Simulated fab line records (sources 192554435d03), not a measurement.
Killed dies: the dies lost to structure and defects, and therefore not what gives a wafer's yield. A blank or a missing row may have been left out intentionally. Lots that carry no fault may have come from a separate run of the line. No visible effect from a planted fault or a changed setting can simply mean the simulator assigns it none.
Matching of chambers | flow n5-finfet | 3 sister chambers for N5_BEOL_M5_DEP_56 on pecvd-02
The step deposits SiCN from 3MS/NH3, target thk 8 nm, time 14 s. 6 wafers are shown with their chamber, then 12 later ones without.

## WAFERS WITH THEIR CHAMBER
wafer  | chamber | showerhead-plenum-p-Torr (Torr) | throttle-valve-pct (%)
L090.4 | 0       | 3.666                           | 9.3
L090.5 | 2       | 3.659                           | 9.1
L090.6 | 1       | 3.672                           | 8.7
L088.2 | 1       | 3.663                           | 9.0
L088.5 | 0       | 3.678                           | 9.1
L088.6 | 2       | 3.651                           | 8.8

## WAFERS WITH NO CHAMBER GIVEN
wafer  | showerhead-plenum-p-Torr (Torr) | throttle-valve-pct (%)
L095.4 | 3.666                           | 8.7
L095.5 | 3.668                           | 9.4
L095.6 | 3.660                           | 9.1
L093.1 | 3.666                           | 8.9
L093.4 | 3.663                           | 8.8
L093.5 | 3.662                           | 9.4
L094.1 | 3.653                           | 9.2
L094.5 | 3.661                           | 8.9
L094.6 | 3.671                           | 9.3
L082.1 | 3.668                           | 8.9
L082.3 | 3.662                           | 9.0
L082.6 | 3.667                           | 8.8

## CHAMBER TAKEN BY EACH
wafer  | from the rows above          | in truth
L095.4 | can't be placed: 1 or 2 or 0 | 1
L095.5 | can't be placed: 0 or 1 or 2 | 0
L095.6 | can't be placed: 2 or 1 or 0 | 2
L093.1 | can't be placed: 1 or 2 or 0 | 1
L093.4 | can't be placed: 1 or 2 or 0 | 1
L093.5 | can't be placed: 0 or 2 or 1 | 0
L094.1 | can't be placed: 2 or 0 or 1 | 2
L094.5 | can't be placed: 2 or 1 or 0 | 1
L094.6 | can't be placed: 0 or 1      | 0
L082.1 | can't be placed: 1 or 0 or 2 | 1
L082.3 | can't be placed: 2 or 1 or 0 | 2
L082.6 | can't be placed: 1 or 2 or 0 | 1
0 of 12 placed correctly. Cannot be placed on the basis of these rows: 12; the candidates contain the true chamber in 12. 0 placed wrongly.
How it was worked out, from the rows above alone: a wafer's distance from a chamber is the root of the sum, over the readings, of the square of ((its reading less the chamber's mean) divided by the reading's scatter). The wafer belongs to the nearest chamber; if the next one is less than 2 further off, it can't be placed. For every chamber, the mean is computed from those of its wafers that are shown. The scatter is the square root of a quotient: the sum, over the shown wafers, of each reading's squared deviation from its chamber's mean, divided by wafers minus chambers.
